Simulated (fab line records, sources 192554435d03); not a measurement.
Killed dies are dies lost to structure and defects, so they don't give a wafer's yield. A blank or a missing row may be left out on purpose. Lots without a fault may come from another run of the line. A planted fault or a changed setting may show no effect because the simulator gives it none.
Chamber matching | flow n5_finfet | N5_BEOL_M2_ETCH_63 on rie_diel-06: 4 sister chambers
The step etches SiARC in CF4, target depth 15.6 nm, time 26 s. 8 wafers are shown with their chamber, then 7 later ones without.

WAFERS WITH THEIR CHAMBER
wafer  | chamber | oes_product_au (a.u.) | throttle_valve_pct (%)
L075.4 | 0       | 0.67                  | 15.75
L078.2 | 0       | 0.67                  | 15.74
L079.1 | 1       | 0.82                  | 15.36
L081.2 | 2       | 0.76                  | 15.50
L081.4 | 1       | 0.82                  | 15.35
L081.6 | 3       | 0.63                  | 15.64
L080.2 | 2       | 0.75                  | 15.53
L080.5 | 3       | 0.62                  | 15.65

WAFERS WITHOUT THEIR CHAMBER
wafer  | oes_product_au (a.u.) | throttle_valve_pct (%)
L080.6 | 0.76                  | 15.53
L085.2 | 0.62                  | 15.68
L085.4 | 0.66                  | 15.79
L085.5 | 0.80                  | 15.38
L089.4 | 0.66                  | 15.78
L089.5 | 0.65                  | 15.78
L089.6 | 0.78                  | 15.40

WHICH CHAMBER EACH WENT THROUGH
wafer  | from the rows above     | in truth
L080.6 | 2                       | 2
L085.2 | 3                       | 3
L085.4 | 0                       | 0
L085.5 | 1                       | 1
L089.4 | 0                       | 0
L089.5 | 0                       | 0
L089.6 | can't be placed: 1 or 2 | 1
Placed correctly: 6 of 7. Can't be placed from these rows: 1 (the true chamber is among the candidates in 1). Placed wrongly: 0.
How it was worked out, from the rows above alone: a wafer's distance from a chamber is the root of the sum, over the readings, of the square of ((its reading less the chamber's mean) divided by the reading's scatter). The wafer belongs to the nearest chamber; if the next one is less than 2 further off, it can't be placed. A chamber's mean is the mean of its shown wafers. The scatter: the root of (the sum of the squares of (reading less its chamber's mean) over the shown wafers, divided by (wafers less chambers)).
